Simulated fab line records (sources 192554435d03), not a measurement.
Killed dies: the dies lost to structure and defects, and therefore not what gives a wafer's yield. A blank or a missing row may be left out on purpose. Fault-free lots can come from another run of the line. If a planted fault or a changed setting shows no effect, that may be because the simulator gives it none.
Split-lot study + flow n5 finfet + on a route of 1938 steps: 7 lots, 21 wafers read

## THE SPLIT
At N5_PMOS_HMC_CHANNEL_EPI_PEB_07 (peb time 60 s), the setting peb temp c was moved away from the recipe's 110 C on 4 of the 21 wafers read, by -1.4% to +3.2%. All remaining wafers had this setting at the recipe value.

## SPLIT TO READING: what lies between them in the file, 1 step
- N5_PMOS_HMC_CHANNEL_EPI_DEVELOP_08: develop time 30 s (also split here: develop time s)

## THE READING
At N5_PMOS_HMC_CHANNEL_EPI_CD_MEAS_09: cd nm in nanometres, against a target cd of 237.4 nm. On this fab line, fault-free wafers typically give 237.4 nm with a standard deviation of 1.1 nm.

| wafer  | tool, chamber at the split | peb temp c as run, C | against the recipe | cd nm, nm | against lot-mates on the recipe |
|--------|----------------------------|----------------------|--------------------|-----------|---------------------------------|
| L074.1 | litho track-04, 0          | 110                  | recipe             | 237.2     | -                               |
| L074.2 | litho track-04, 0          | 110                  | recipe             | 235.8     | -                               |
| L074.3 | litho track-04, 0          | 110                  | recipe             | 236.5     | -                               |
| L079.2 | litho track-01, 0          | 112.6                | +2.4%              | 246.0     | +7.7                            |
| L079.3 | litho track-01, 0          | 110                  | recipe             | 238.3     | -                               |
| L079.4 | litho track-01, 0          | 112.6                | +2.4%              | 246.1     | +7.8                            |
| L080.1 | litho track-02, 0          | 110                  | recipe             | 236.6     | -                               |
| L080.2 | litho track-02, 0          | 110                  | recipe             | 238.4     | -                               |
| L080.5 | litho track-02, 0          | 110                  | recipe             | 237.2     | -                               |
| L082.1 | litho track-01, 0          | 110                  | recipe             | 237.4     | -                               |
| L082.3 | litho track-01, 0          | 110                  | recipe             | 235.9     | -                               |
| L082.4 | litho track-01, 0          | 110                  | recipe             | 236.6     | -                               |
| L085.1 | litho track-04, 0          | 108.5                | -1.4%              | 231.9     | -4.0                            |
| L085.3 | litho track-04, 0          | 110                  | recipe             | 234.9     | -                               |
| L085.4 | litho track-04, 0          | 110                  | recipe             | 236.8     | -                               |
| L089.1 | litho track-02, 0          | 113.5                | +3.2%              | 247.3     | +10.0                           |
| L089.3 | litho track-02, 0          | 110                  | recipe             | 237.5     | -                               |
| L089.5 | litho track-02, 0          | 110                  | recipe             | 237.2     | -                               |
| L091.1 | litho track-02, 0          | 110                  | recipe             | 237.0     | -                               |
| L091.2 | litho track-02, 0          | 110                  | recipe             | 238.4     | -                               |
| L091.5 | litho track-02, 0          | 110                  | recipe             | 238.2     | -                               |

FIT RESULTS
A straight line over all 21 wafers: cd nm changes by +3.55 nm for each +1% of peb temp c; r = +0.97; the points scatter about the line by 0.95 nm.
The same after taking each lot's own level away (the mean of its wafers on the recipe; 21 wafers): +3.17 nm for each +1%; r = +0.98; scatter 0.61 nm.
According to that fit, moving peb temp c by its largest amount changes the reading by 10 nm.
The span of the lots' own levels, 235.85 to 238.30 nm, comes to 2.2 times the standard deviation stated above.
Hence the slope depends on the lot-to-lot level, as the two fits are not the same.
Check: for one of the wafers moved furthest among these (+3.2%), held out of the fit, the line's prediction against its lot-mates is +10.3 nm. It came out at +9.95 nm against them.

## FURTHER SPLITS ON THESE WAFERS
Note: prior to the reading, these wafers also went through further splits. Each is held against what the fit with the lots' levels taken away leaves over:
| other split on the same wafers                    | wafers away from the commonest value | r with cd nm (lot level and that fit taken away) |
|---------------------------------------------------|--------------------------------------|--------------------------------------------------|
| N5_ZERO_LAYER_COAT_05 spin rpm                    | 7                                    | -0.13                                            |
| N5_ZERO_LAYER_DEVELOP_10 develop time s           | 8                                    | -0.06                                            |
| N5_PMOS_HMC_CHANNEL_EPI_DEVELOP_08 develop time s | 8                                    | +0.45                                            |

## THE WHOLE CHAIN: every reading that the file lists as answering this split, in the file's order
| step                               | what it does                                                           | reading                                                                     | change (the file's fit)              | r (the file's) |
|------------------------------------|------------------------------------------------------------------------|-----------------------------------------------------------------------------|--------------------------------------|----------------|
| N5_PMOS_HMC_CHANNEL_EPI_CD_MEAS_09 | target cd 237.4 nm                                                     | cd nm                                                                       | +3.14 nm for each +1% of the setting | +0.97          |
| N5_PMOS_HMC_CHANNEL_EPI_DESCUM_14  | chemistry O2, time 7.9 s                                               | PMOS_HMC_CHANNEL_EPI.cd nm (the simulator's own value, which no gauge read) | +3.15 nm for each +1% of the setting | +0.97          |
| N5_PMOS_HMC_CHANNEL_EPI_ETCH_32    | etches BARC in N2/H2, stops on SiO2, target depth 85.8 nm, time 50.3 s | PMOS_HMC_CHANNEL_EPI.cd nm (the simulator's own value, which no gauge read) | +3.01 nm for each +1% of the setting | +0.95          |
| N5_PMOS_HMC_CHANNEL_EPI_ETCH_38    | etches SiO2 in CF4, target depth 1.5 nm                                | PMOS_HMC_CHANNEL_EPI.cd nm (the simulator's own value, which no gauge read) | +2.94 nm for each +1% of the setting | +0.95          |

## THE FILE'S OWN FIT
cd nm changes by +3.14 nm for each +1% of peb temp c, r = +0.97.
